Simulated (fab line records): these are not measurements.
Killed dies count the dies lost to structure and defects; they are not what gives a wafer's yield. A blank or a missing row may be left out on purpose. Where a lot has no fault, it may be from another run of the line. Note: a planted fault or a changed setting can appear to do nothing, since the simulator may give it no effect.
A lot that was struck, set against a sound lot :: flow n5-finfet :: 18 steps out of a route of 1938
Sound: wafers L964.1, L964.2, L964.6. Struck: wafers L968.1, L968.3, L968.5. At the end, the cause is stated.
Per side, at each step with rows, come the tool, then ch with its chambers, and then its first start. Under that, the readings that differ: sound wafers :: struck wafers :: difference of the means :: sigmas: that difference in standard deviations of wafers without a fault.
alike: readings with means less than 2 such deviations apart, plus words and numbers identical on both sides. not compared: withheld readings, readings lacking a value on some wafer, bounds such as >300 that could conceal the same value, and numbers that have no deviation in the record and whose values overlap.
A row with sigmas, a row that says differs or no value, or rows on one side alone: a step with any of these is where the two part. Numbers that don't overlap but have no deviation are shown without sigmas and don't part them. A reading missing from all wafers of one side parts the sides only when that side holds two or more wafers.

N5_PMOS_HMC_CHANNEL_EPI_OVL_MEAS_10:
  sound on overlay-01 ch 0, day 4 05:13; struck on overlay-02 ch 0, day 5 05:43
  alike: PMOS_HMC_BLK_OVL
N5_PMOS_HMC_CHANNEL_EPI_INSPECT_11: inspects for defects (macro).
  sound: defect-inspect-02 at day 4 05:14; struck: defect-inspect-02 at day 5 05:44
  alike: raw-defect-count
N5_PMOS_HMC_CHANNEL_EPI_DESCUM_14: chemistry O2, time 7.9 s.
  sound on rie-diel-05 ch 0,1,3, day 4 05:16; struck on rie-diel-02 ch 0,1,2, day 5 05:46
  alike: drypump-motor-current-A, oes-product-au, rf-fwd-power-W, rf-vpp-V, showerhead-plenum-p-Torr, temp-c, throttle-valve-pct
  not compared: rf-hours-counter-h
N5_PMOS_HMC_CHANNEL_EPI_ETCH_32: etches BARC in N2/H2, stops on SiO2, target depth 85.8 nm, time 50.3 s.
  sound on rie-diel-05 ch 0,1,3, day 4 05:18; struck on rie-diel-02 ch 0,1,2, day 5 05:48
  alike: drypump-motor-current-A, h2-flow-sccm, oes-product-au, rf-fwd-power-W, rf-vpp-V, showerhead-plenum-p-Torr, throttle-valve-pct
  not compared: rf-hours-counter-h
N5_PMOS_HMC_CHANNEL_EPI_HM_OPEN_15: chemistry CHF3/O2, target SiO2, target depth 40.6 nm, time 20.3 s.
  sound on rie-diel-05 ch 0,1,3, day 4 05:21; struck on rie-diel-02 ch 0,1,2, day 5 05:50
  alike: drypump-motor-current-A, oes-product-au, rf-fwd-power-W, rf-vpp-V, showerhead-plenum-p-Torr, throttle-valve-pct
  not compared: rf-hours-counter-h
then, 2 steps without rows for these wafers: N5_PMOS_HMC_CHANNEL_EPI_STRIP_33 (strips in N2/H2); N5_PMOS_HMC_CHANNEL_EPI_STRIP_17 (strips in SPM, time 750 s).
N5_PMOS_HMC_CHANNEL_EPI_ETCH_38: etches SiO2 in CF4, target depth 1.5 nm.
  sound on rie-si-02 ch 0,2,3, day 4 05:43; struck on rie-si-05 ch 1,2,3, day 5 06:13
  alike: drypump-motor-current-A, oes-product-au, rf-fwd-power-W, throttle-valve-pct
  not compared: rf-hours-counter-h
N5_PMOS_HMC_CHANNEL_EPI_FIN_RECESS_16: chemistry HBr/Cl2, target Si, target depth 54 nm, time 18 s.
  sound on rie-si-02 ch 0,2,3, day 4 05:44; struck on rie-si-05 ch 1,2,3, day 5 06:14
  alike: drypump-motor-current-A, oes-product-au, rf-fwd-power-W, throttle-valve-pct
  not compared: rf-hours-counter-h
then, 3 steps without rows for these wafers: N5_PMOS_HMC_CHANNEL_EPI_PRECLEAN_36 (cleans in O3/DIW, time 45 s); N5_PMOS_HMC_CHANNEL_EPI_PRECLEAN_18 (cleans in DHF, time 30 s); N5_PMOS_HMC_CHANNEL_EPI_SRD_19 (time 30 s).
N5_PMOS_HMC_CHANNEL_EPI_EPI_20: deposits SiGe30, target thk 59 nm.
  struck on epi-rpcvd-01, day 5 06:25; sound on epi-rpcvd-02 ch 0, day 4 05:55
  no value came back on the struck wafers for chamber-pressure-Torr (Torr), lamp-inner-pct (%); on the sound wafers chamber-pressure-Torr (Torr) reads 19.99 20.02 20.00
then, 4 steps without rows for these wafers: N5_PMOS_HMC_CHANNEL_EPI_HM_STRIP_35 (strips SiO2 in dHF, material SiO2, target depth 39.6 nm, time 216 s); N5_PMOS_HMC_CHANNEL_EPI_SRD_39 (time 30 s); N5_PMOS_HMC_CHANNEL_EPI_CMP_21 (polishes SiGe30, target thk 54 nm); N5_PMOS_HMC_CHANNEL_EPI_PRECLEAN_40 (cleans in DHF, time 30 s).
-- the record jumps here: 11 days lie between the struck wafers' starts before and after (it left off in module PMOS_HMC_CHANNEL_EPI and takes up again in module PASSIVATION, whose first step shown is number 1936 of the route) --
N5_PASSIVATION_PROBE_49:
  sound: prober-02 at day 15 00:57; struck: prober-02 at day 15 23:35
reading: defect-limited-yield (%)
sound: 91.3 92.0 89.8
struck: 0 0 0
difference: -91
sigmas: -57

reading: killed_at_M0_to_M3
sound: 42 34 44
struck: 5 5 11
difference: -33
sigmas: -3

reading: killed_at_M4_up
sound: 8 16 20
struck: 2 2 1
difference: -13
sigmas: -3

reading: killed-at-contacts
sound: 24 10 10
struck: 1 1 4
difference: -13
sigmas: -2

reading: killed-at-front-end
sound: 25 31 42
struck: 1172 1172 1163
difference: +1136
sigmas: +95

reading: killed-dies
sound: 103 94 120
struck: 1180 1180 1180
difference: +1074
sigmas: +60

reading: killed-on-rim
sound: 15 11 11
struck: 152 152 152
difference: +140
sigmas: +33

reading: killed-open
sound: 77 63 92
struck: 9 9 18
difference: -65
sigmas: -5

reading: killed-short
sound: 26 31 28
struck: 2 8 8
difference: -22
sigmas: -3

reading: sort_bin_5_function (%)
sound: 5.6 4.7 5.9
struck: 74.2 73.2 71.7
difference: +67.6
sigmas: +70

reading: sort-n-pass
sound: 1077 1086 1060
struck: 0 0 0
difference: -1074
sigmas: -54

reading: sort-yield-pct (%)
sound: 91.3 92.0 89.8
struck: 0 0 0
difference: -91
sigmas: -54
  alike: killed-at-other, sort_bin_6_memory

== WHERE THEY PART ==
Earliest at N5_PMOS_HMC_CHANNEL_EPI_EPI_20; latest, in this record, at N5_PASSIVATION_PROBE_49.

WHY: what the simulator had put in
Whole step skipped at N5_PMOS_HMC_CHANNEL_EPI_EPI_20 on epi-rpcvd-01, starting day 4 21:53. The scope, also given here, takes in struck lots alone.
